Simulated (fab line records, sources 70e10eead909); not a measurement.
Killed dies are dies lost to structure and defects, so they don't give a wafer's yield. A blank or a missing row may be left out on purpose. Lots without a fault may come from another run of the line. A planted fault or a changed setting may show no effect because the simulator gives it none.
Problem report in the 8D (eight disciplines) form, filled by code | flow nand_harc | the parts of the form that need people (team, actions taken, sign-off) are left out

1. THE PROBLEM
thk_nm at NHARC_A_ONON_D1_THK_MEAS_21 reads a mean of 1584 nm on 6 wafers of 2 lots; wafers without a fault read 1002 nm with a standard deviation of 11. That is +53 standard deviations from the usual mean.
The step: measures by ellipsometry.
First seen on wafer L720.3, day 11 04:45, on film_metro-01. The record holds 42 wafers of 14 lots with a number at this step. Rule for "out", or "out of limits": more than 4 standard deviations from the usual mean. The other wafers with a number count as sound.

2. WHAT IT IS AND WHAT IT IS NOT
question                    | is                           | is not
which readings at this step | thk_nm                       | -
which lots                  | L717, L720                   | L705, L706, L707, L708, L710, L711, L712, L713, L714, L719, L726, L728
which wafers of those lots  | all that have a number       | -
read on which gauges        | film_metro-01, film_metro-02 | -
when                        | from day 11 04:45            | up to then (27 sound wafers); but 9 sound wafers of L719, L726, L728 came after

3. SUSPECTS, AND WHAT RULES EACH OUT
Counting: a tool at a process step up to the reading stays a suspect if it ran every lot that is out and no sound lot after the first of them.
- the gauge at NHARC_A_ONON_D1_THK_MEAS_21: ruled out. The wafers that are out were read on 2 gauges (film_metro-01, film_metro-02).
- pecvd_onon-01 at NHARC_A_ONON_D1_DEP_19 (target thk 1000 nm): kept. It ran every lot that is out, first L720 (day 11 04:21), and no sound lot after that; its last sound lot up to then is L714 (day 10 05:50).
Left after counting: pecvd_onon-01 at NHARC_A_ONON_D1_DEP_19.

4. THE CAUSE (what the simulator had put in)
Process parameter drift: pecvd_onon-01, from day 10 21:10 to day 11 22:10, at NHARC_A_ONON_D1_DEP_19. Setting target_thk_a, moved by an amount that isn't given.
Counting left only this tool.

5. THE CHAIN OF EFFECTS, in route order
Each row: a reading whose mean over the struck wafers that have a number lies more than 3 standard deviations from the usual. Only readings for which the record gives a usual standard deviation are gone through. hours: the time from each lot's start at the first step in this table that gives one to its start at this step, as a median over the lots. sigmas: the change in usual standard deviations.
hours | step                        | reading         | usual   | on struck wafers | change | sigmas
0     | NHARC_A_ONON_D1_THK_MEAS_21 | thk_nm          | 1002 nm | 1584             | +582   | +53
281   | NHARC_END_SORT_01           | killed_at_array | 25      | 672              | +647   | +70
281   | NHARC_END_SORT_01           | killed_dies     | 29      | 677              | +648   | +68

6. WHAT WOULD HAVE CAUGHT IT SOONER
In this record the first reading out of limits at a measuring or inspecting step was taken at day 11 04:45, 8 hours after the fault began at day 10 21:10.
All the lots that are out (2) had begun NHARC_A_ONON_D1_DEP_19 on pecvd_onon-01 by day 11 04:45. A hold on the tool at that time would have spared none of them.
